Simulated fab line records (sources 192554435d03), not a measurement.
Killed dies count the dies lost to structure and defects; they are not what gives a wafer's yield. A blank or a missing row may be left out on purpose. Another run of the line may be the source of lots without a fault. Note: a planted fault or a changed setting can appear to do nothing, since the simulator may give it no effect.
One fault through the eyes of 2 desks + flow n5_finfet + what lay behind the numbers comes last; until then each desk has only its own

== THE TOOL OWNER'S DESK: pecvd-01 ==
The tool's own readings at N5_BEOL_M0_SAQP_PECVD_00 (deposits SiCN from 3MS/NH3, target thk 8 nm, time 14 s): means of the sampled wafers that have a number, for each lot that ran on this tool. A lot is out of limits, marked OUT, if its mean lies more than 4 standard deviations from the usual mean; the brackets give that distance.
Columns: A = showerhead_plenum_p_Torr at N5_BEOL_M0_SAQP_PECVD_00, usual 3.663 Torr; B = throttle_valve_pct at N5_BEOL_M0_SAQP_PECVD_00, usual 9.0 %
| lot  | first seen here | A     | B   |
|------|-----------------|-------|-----|
| L266 | day 6 02:59     | 3.664 | 9.1 |
| L267 | day 6 08:12     | 3.675 | 9.5 |
| L270 | day 7 02:15     | 3.662 | 9.6 |
Result from this desk: across the 3 lots, nothing is out of limits.

== THE METROLOGY DESK ==
Lot by lot, what the gauges showed, no matter which tool ran the lot: averages of those sampled wafers that carry a number. A lot is out of limits, marked OUT, if its mean lies more than 4 standard deviations from the usual mean; the brackets give that distance. Readings shown: 7 of its 10, picked as those furthest out on some lot.
Columns: A = DIBL_P at N5_BEOL_M4_RC_MEAS_101, usual 36.3 mV/V; B = IOFF_P at N5_BEOL_M4_RC_MEAS_101, usual 0.211 nA/um; C = ION_P at N5_BEOL_M4_RC_MEAS_101, usual 462 uA/um; D = SS_N at N5_BEOL_M4_RC_MEAS_101, usual 71.5 mV/dec; E = SS_P at N5_BEOL_M4_RC_MEAS_101, usual 73.3 mV/dec; F = VT_N at N5_BEOL_M4_RC_MEAS_101, usual 249.9 mV; G = VT_P at N5_BEOL_M4_RC_MEAS_101, usual -249.8 mV
| lot  | first seen here | A    | B     | C   | D    | E    | F     | G      |
|------|-----------------|------|-------|-----|------|------|-------|--------|
| L266 | day 10 03:59    | 37.7 | 0.234 | 467 | 71.4 | 73.0 | 251.6 | -248.4 |
| L267 | day 10 22:04    | 36.8 | 0.253 | 466 | 71.3 | 73.2 | 250.6 | -248.2 |
| L270 | day 13 01:53    | 35.1 | 0.184 | 458 | 71.2 | 73.3 | 249.7 | -252.2 |
| L285 | day 17 16:49    | 35.1 | 0.206 | 457 | 72.2 | 73.3 | 249.1 | -249.9 |
Result from this desk: across the 4 lots, nothing is out of limits.

== ALL TOGETHER ==
The tool owner's desk saw nothing out of limits.
Metrology desk: nothing out of limits seen.

== WHAT THE SIMULATOR HAD PUT IN ==
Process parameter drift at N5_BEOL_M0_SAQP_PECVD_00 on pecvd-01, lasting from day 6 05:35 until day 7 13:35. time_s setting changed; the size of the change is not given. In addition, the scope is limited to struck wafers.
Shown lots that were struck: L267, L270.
